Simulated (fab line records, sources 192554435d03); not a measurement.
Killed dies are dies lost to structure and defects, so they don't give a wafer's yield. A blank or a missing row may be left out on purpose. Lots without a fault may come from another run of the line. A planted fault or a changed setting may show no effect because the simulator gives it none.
Chamber matching | flow n5_finfet | N5_BEOL_M5_VIA_ETCH_34 on rie_diel-05: 4 sister chambers
The step etches SiCOH lowk in C4F6/O2, target depth 88.3 nm, time 39.2 s. 8 wafers are shown with their chamber, then 8 later ones without.

WAFERS WITH THEIR CHAMBER
wafer  | chamber | throttle_valve_pct (%) | rf_vpp_V (V)
L085.5 | 0       | 21.00                  | 627
L089.1 | 3       | 20.87                  | 667
L089.3 | 1       | 20.67                  | 661
L089.5 | 3       | 20.89                  | 665
L091.2 | 2       | 20.38                  | 674
L091.4 | 1       | 20.68                  | 661
L091.6 | 2       | 20.38                  | 675
L094.1 | 0       | 21.01                  | 629

WAFERS WITHOUT THEIR CHAMBER
wafer  | throttle_valve_pct (%) | rf_vpp_V (V)
L094.4 | 20.89                  | 664
L094.5 | 20.87                  | 665
L097.3 | 20.90                  | 664
L097.4 | 21.02                  | 628
L097.5 | 20.41                  | 675
L096.2 | 20.89                  | 666
L096.4 | 20.68                  | 661
L096.5 | 20.39                  | 676

WHICH CHAMBER EACH WENT THROUGH
wafer  | from the rows above | in truth
L094.4 | 3                   | 3
L094.5 | 3                   | 3
L097.3 | 3                   | 3
L097.4 | 0                   | 0
L097.5 | 2                   | 2
L096.2 | 3                   | 3
L096.4 | 1                   | 1
L096.5 | 2                   | 2
Placed correctly: 8 of 8. Can't be placed from these rows: 0. Placed wrongly: 0.
How it was worked out, from the rows above alone: a wafer's distance from a chamber is the root of the sum, over the readings, of the square of ((its reading less the chamber's mean) divided by the reading's scatter). The wafer belongs to the nearest chamber; if the next one is less than 2 further off, it can't be placed. A chamber's mean is the mean of its shown wafers. The scatter: the root of (the sum of the squares of (reading less its chamber's mean) over the shown wafers, divided by (wafers less chambers)).
